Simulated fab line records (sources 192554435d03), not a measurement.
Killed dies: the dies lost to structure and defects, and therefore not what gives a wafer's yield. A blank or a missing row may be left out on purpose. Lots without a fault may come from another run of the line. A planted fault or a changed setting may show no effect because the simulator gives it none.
Which tool was responsible? | flow n5_finfet | 11 lots, 33 wafers sampled, at 6 steps of a route of 1938

WHAT THE GAUGES SHOWED, per wafer
N5_HKMG_FIN_INSPECT_28: inspects for defects (darkfield).
lot  | measured     | on                | raw_defect_count
L075 | day 4 16:56  | defect_inspect-01 | 37 25 36
L077 | day 5 00:48  | defect_inspect-02 | 18 26 15
L079 | day 5 13:24  | defect_inspect-02 | 48 36 23
L081 | day 6 01:01  | defect_inspect-01 | 69 70 73
L083 | day 6 14:04  | defect_inspect-01 | 57 28 51
L085 | day 7 06:28  | defect_inspect-02 | 35 24 29
L087 | day 7 19:51  | defect_inspect-02 | 76 27 40
L089 | day 8 03:58  | defect_inspect-02 | 20 39 24
L091 | day 8 14:04  | defect_inspect-02 | 23 50 14
L094 | day 9 12:56  | defect_inspect-02 | 40 50 30
L096 | day 10 00:15 | defect_inspect-01 | 54 36 53

WHICH TOOL RAN EACH LOT (tool, then ch and the chambers of the sampled wafers, then the start)
lot  | N5_HKMG_FIN_STRIP_57              | N5_HKMG_FIN_ALD_36                 | N5_HKMG_FIN_ETCH_31               | N5_HKMG_FIN_STRIP_92              | N5_HKMG_FIN_W_FILL_22
L075 | rie_diel-04 ch 0,3, day 4 08:53   | ald_metal-02 ch 0,3, day 4 10:50   | rie_diel-06 ch 1,2,3, day 4 12:23 | rie_diel-06 ch 1,2,3, day 4 12:47 | cvd_w-02 ch 0, day 4 16:04
L077 | rie_diel-06 ch 1,3, day 4 17:11   | ald_metal-04 ch 0,2, day 4 19:01   | rie_diel-05 ch 1,2, day 4 20:20   | rie_diel-05 ch 1,2, day 4 20:45   | cvd_w-01 ch 0,1, day 4 23:52
L079 | rie_diel-06 ch 2,3, day 5 05:37   | ald_metal-01 ch 2,3, day 5 07:27   | rie_diel-06 ch 0,1, day 5 08:44   | rie_diel-06 ch 0,1, day 5 09:10   | cvd_w-01 ch 0,1, day 5 12:34
L081 | rie_diel-06 ch 0,1,2, day 5 17:23 | ald_metal-01 ch 0,1,2, day 5 19:19 | rie_diel-04 ch 0,2,3, day 5 20:35 | rie_diel-04 ch 0,2,3, day 5 21:00 | cvd_w-02 ch 0,1, day 6 00:11
L083 | rie_diel-04 ch 0,1,3, day 6 06:35 | ald_metal-04 ch 0,1,2, day 6 08:34 | rie_diel-05 ch 0,1,2, day 6 09:43 | rie_diel-05 ch 0,1,2, day 6 10:08 | cvd_w-01 ch 0,1, day 6 13:14
L085 | rie_diel-05 ch 0,1,3, day 6 22:25 | ald_metal-01 ch 0,3, day 7 00:34   | rie_diel-05 ch 0,3, day 7 01:56   | rie_diel-05 ch 0,3, day 7 02:22   | cvd_w-02 ch 0,1, day 7 05:38
L087 | rie_diel-06 ch 0,1,2, day 7 12:26 | ald_metal-01 ch 1,2,3, day 7 14:18 | rie_diel-05 ch 1,2,3, day 7 15:27 | rie_diel-05 ch 1,2,3, day 7 15:52 | cvd_w-01 ch 0,1, day 7 19:02
L089 | rie_diel-06 ch 0,1,2, day 7 20:20 | ald_metal-04 ch 1,2,3, day 7 22:16 | rie_diel-05 ch 1,2, day 7 23:32   | rie_diel-05 ch 1,2, day 7 23:57   | cvd_w-01 ch 0,1, day 8 03:07
L091 | rie_diel-05 ch 1,2,3, day 8 06:26 | ald_metal-04 ch 0,2, day 8 08:22   | rie_diel-06 ch 0,1,3, day 8 09:43 | rie_diel-06 ch 0,1,3, day 8 10:08 | cvd_w-01 ch 0,1, day 8 13:15
L094 | rie_diel-05 ch 1,2,3, day 9 05:05 | ald_metal-02 ch 0,1,3, day 9 06:59 | rie_diel-05 ch 0,2, day 9 08:26   | rie_diel-05 ch 0,2, day 9 08:50   | cvd_w-02 ch 0,1, day 9 12:07
L096 | rie_diel-05 ch 0,2,3, day 9 16:20 | ald_metal-02 ch 1,2,3, day 9 18:19 | rie_diel-05 ch 0,1,3, day 9 19:36 | rie_diel-05 ch 0,1,3, day 9 20:01 | cvd_w-02 ch 0,1, day 9 23:21
- N5_HKMG_FIN_STRIP_57: strips in CF4.
- N5_HKMG_FIN_ALD_36: deposits TiN, target thk 1 nm, pulse time 1 s, purge time 3 s.
- N5_HKMG_FIN_ETCH_31: etches SiARC in CF4, target depth 45.5 nm, time 75.8 s.
- N5_HKMG_FIN_STRIP_92: strips SOC in N2/H2, time 20 s.
- N5_HKMG_FIN_W_FILL_22: material W, target thk 60 nm, time 18.2 s.

THE ANSWER, worked out from the rows above alone
Rule: the lots themselves supply what counts as usual. Put in order of their means at a reading, lots are off if they are a third of the lots or fewer, leave a main group of 4 or more, and stand apart from it by a gap of 3 or more times the standard deviation of the main group's means; of several such gaps the widest counts. If all means in a main group match to the digits the tables above print for the reading, that group is not used. A lot without any number at a reading at which 4 lots or more have one is off too. The other lots that the step has rows for count as sound.
None of the lots is off at any reading shown; this tells nothing.

WHAT WAS PUT IN BY THE SIMULATOR
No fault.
